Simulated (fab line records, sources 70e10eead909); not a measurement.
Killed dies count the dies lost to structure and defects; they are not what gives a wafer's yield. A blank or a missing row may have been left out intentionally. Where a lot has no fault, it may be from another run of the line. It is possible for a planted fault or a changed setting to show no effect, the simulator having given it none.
Chamber matching :: flow nand harc :: NHARC_A_STAIRCASE_TRIM_187 on rie diel-13 has 4 sister chambers
The step chemistry O2, time 211.2 s. 14 wafers are shown with their chamber, then 7 later ones without.

## WAFERS, EACH WITH ITS CHAMBER
wafer: L074.2
chamber: 0
drypump motor current A (A): 6.1
showerhead plenum p Torr (Torr): 3.36
oes product au (a.u.): 1.016

wafer: L074.4
chamber: 3
drypump motor current A (A): 6.2
showerhead plenum p Torr (Torr): 3.78
oes product au (a.u.): 0.997

wafer: L074.6
chamber: 2
drypump motor current A (A): 5.0
showerhead plenum p Torr (Torr): 3.47
oes product au (a.u.): 1.006

wafer: L077.3
chamber: 1
drypump motor current A (A): 6.0
showerhead plenum p Torr (Torr): 3.45
oes product au (a.u.): 1.000

wafer: L077.5
chamber: 2
drypump motor current A (A): 5.0
showerhead plenum p Torr (Torr): 3.47
oes product au (a.u.): 1.005

wafer: L077.6
chamber: 1
drypump motor current A (A): 6.0
showerhead plenum p Torr (Torr): 3.45
oes product au (a.u.): 1.001

wafer: L081.1
chamber: 1
drypump motor current A (A): 6.0
showerhead plenum p Torr (Torr): 3.45
oes product au (a.u.): 0.979

wafer: L081.4
chamber: 2
drypump motor current A (A): 5.0
showerhead plenum p Torr (Torr): 3.47
oes product au (a.u.): 0.975

wafer: L081.5
chamber: 3
drypump motor current A (A): 6.2
showerhead plenum p Torr (Torr): 3.77
oes product au (a.u.): 0.987

wafer: L083.2
chamber: 3
drypump motor current A (A): 6.2
showerhead plenum p Torr (Torr): 3.77
oes product au (a.u.): 0.995

wafer: L083.3
chamber: 0
drypump motor current A (A): 6.2
showerhead plenum p Torr (Torr): 3.35
oes product au (a.u.): 1.021

wafer: L083.5
chamber: 2
drypump motor current A (A): 5.0
showerhead plenum p Torr (Torr): 3.47
oes product au (a.u.): 0.984

wafer: L091.2
chamber: 1
drypump motor current A (A): 6.0
showerhead plenum p Torr (Torr): 3.43
oes product au (a.u.): 0.977

wafer: L091.3
chamber: 0
drypump motor current A (A): 6.2
showerhead plenum p Torr (Torr): 3.34
oes product au (a.u.): 1.016

SIGNATURES (averages over the wafers above)
reading: drypump motor current A
chamber 0: 6.167
chamber 1: 6.000
chamber 2: 5.000
chamber 3: 6.200
scatter within a chamber: 0.0258

reading: showerhead plenum p Torr
chamber 0: 3.3500
chamber 1: 3.4450
chamber 2: 3.4700
chamber 3: 3.7733
scatter within a chamber: 0.00753

reading: oes product au
chamber 0: 1.01767
chamber 1: 0.98925
chamber 2: 0.99250
chamber 3: 0.99300
scatter within a chamber: 0.0114
Rule: for a wafer and a chamber, the distance is found by dividing, reading by reading, the gap between the wafer's reading and the chamber's mean by the reading's scatter, squaring, summing and taking the root. If the next closest chamber is less than 2 further off than the closest, the wafer can't be placed; otherwise it belongs to the closest. The scatter: the root of (the sum of the squares of (reading less its chamber's mean) over the shown wafers, divided by (wafers less chambers)).

## WAFERS WITHOUT THEIR CHAMBER
wafer: L091.5
drypump motor current A (A): 6.1
showerhead plenum p Torr (Torr): 3.76
oes product au (a.u.): 0.996

wafer: L092.3
drypump motor current A (A): 5.0
showerhead plenum p Torr (Torr): 3.45
oes product au (a.u.): 0.977

wafer: L092.5
drypump motor current A (A): 6.0
showerhead plenum p Torr (Torr): 3.43
oes product au (a.u.): 0.985

wafer: L092.6
drypump motor current A (A): 6.2
showerhead plenum p Torr (Torr): 3.34
oes product au (a.u.): 1.010

wafer: L094.2
drypump motor current A (A): 6.0
showerhead plenum p Torr (Torr): 3.43
oes product au (a.u.): 0.993

wafer: L094.3
drypump motor current A (A): 5.0
showerhead plenum p Torr (Torr): 3.45
oes product au (a.u.): 0.989

wafer: L094.5
drypump motor current A (A): 6.1
showerhead plenum p Torr (Torr): 3.34
oes product au (a.u.): 1.010

## EACH ONE'S CHAMBER
wafer: L091.5
from the rows above: 3
in truth: 3

wafer: L092.3
from the rows above: 2
in truth: 2

wafer: L092.5
from the rows above: 1
in truth: 1

wafer: L092.6
from the rows above: 0
in truth: 0

wafer: L094.2
from the rows above: 1
in truth: 1

wafer: L094.3
from the rows above: 2
in truth: 2

wafer: L094.5
from the rows above: 0
in truth: 0
Correctly placed: 7 of 7. Left unplaced by these rows: 0. 0 placed wrongly.
